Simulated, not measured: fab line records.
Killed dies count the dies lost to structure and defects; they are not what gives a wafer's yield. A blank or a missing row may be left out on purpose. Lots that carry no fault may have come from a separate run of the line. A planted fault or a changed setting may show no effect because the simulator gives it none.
Matching of chambers | flow n5-finfet | N5_BEOL_M0_SAQP_SPACER1_ETCHBACK_99 on rie-diel-04: 4 sister chambers
The step etches SiO2 in CHF3/O2, target depth 15.4 nm, time 7.7 s. 16 wafers are shown with their chamber, then 8 later ones without.

== WAFERS WITH THEIR CHAMBER ==
wafer  | chamber | drypump-motor-current-A (A) | showerhead-plenum-p-Torr (Torr) | throttle-valve-pct (%)
L076.2 | 3       | 6.0                         | 2.31                            | 18.81
L076.4 | 2       | 4.8                         | 2.50                            | 18.70
L076.5 | 0       | 6.3                         | 2.40                            | 18.77
L078.1 | 2       | 4.8                         | 2.50                            | 18.70
L078.4 | 0       | 6.3                         | 2.40                            | 18.76
L078.5 | 2       | 4.8                         | 2.50                            | 18.70
L085.2 | 2       | 4.8                         | 2.50                            | 18.71
L085.5 | 0       | 6.3                         | 2.40                            | 18.80
L085.6 | 1       | 5.4                         | 2.35                            | 19.20
L087.1 | 0       | 6.2                         | 2.40                            | 18.81
L087.4 | 3       | 6.0                         | 2.30                            | 18.82
L087.5 | 0       | 6.3                         | 2.40                            | 18.81
L089.1 | 3       | 6.0                         | 2.30                            | 18.82
L089.2 | 1       | 5.4                         | 2.35                            | 19.23
L089.4 | 0       | 6.3                         | 2.39                            | 18.81
L092.4 | 2       | 4.8                         | 2.49                            | 18.74

SIGNATURES, as means of the wafers listed above
reading                  | chamber 0 | chamber 1 | chamber 2 | chamber 3 | scatter within a chamber
drypump-motor-current-A  | 6.283     | 5.400     | 4.800     | 6.000     | 0.0264
showerhead-plenum-p-Torr | 2.3983    | 2.3500    | 2.4980    | 2.3033    | 0.00438
throttle-valve-pct       | 18.7933   | 19.2150   | 18.7100   | 18.8167   | 0.0188
Rule: a wafer's distance from a chamber is the root of the sum, over the readings, of the square of ((its reading less the chamber's mean) divided by the reading's scatter). If the next closest chamber is less than 2 further off than the closest, the wafer can't be placed; otherwise it belongs to the closest. The scatter is the square root of a quotient: the sum, over the shown wafers, of each reading's squared deviation from its chamber's mean, divided by wafers minus chambers.

== WAFERS WITHOUT THEIR CHAMBER ==
wafer  | drypump-motor-current-A (A) | showerhead-plenum-p-Torr (Torr) | throttle-valve-pct (%)
L092.5 | 6.0                         | 2.30                            | 18.83
L092.6 | 4.8                         | 2.49                            | 18.75
L094.1 | 5.3                         | 2.35                            | 19.25
L094.2 | 6.3                         | 2.39                            | 18.83
L094.3 | 4.8                         | 2.49                            | 18.76
L097.1 | 5.4                         | 2.35                            | 19.23
L097.3 | 6.3                         | 2.39                            | 18.84
L097.6 | 6.3                         | 2.39                            | 18.83

== THE CHAMBER EACH PASSED THROUGH ==
wafer  | from the rows above | in truth
L092.5 | 3                   | 3
L092.6 | 2                   | 2
L094.1 | 1                   | 1
L094.2 | 0                   | 0
L094.3 | 2                   | 2
L097.1 | 1                   | 1
L097.3 | 0                   | 0
L097.6 | 0                   | 0
8 of 8 placed correctly. From these rows, 0 cannot be placed. Placed wrongly: 0.
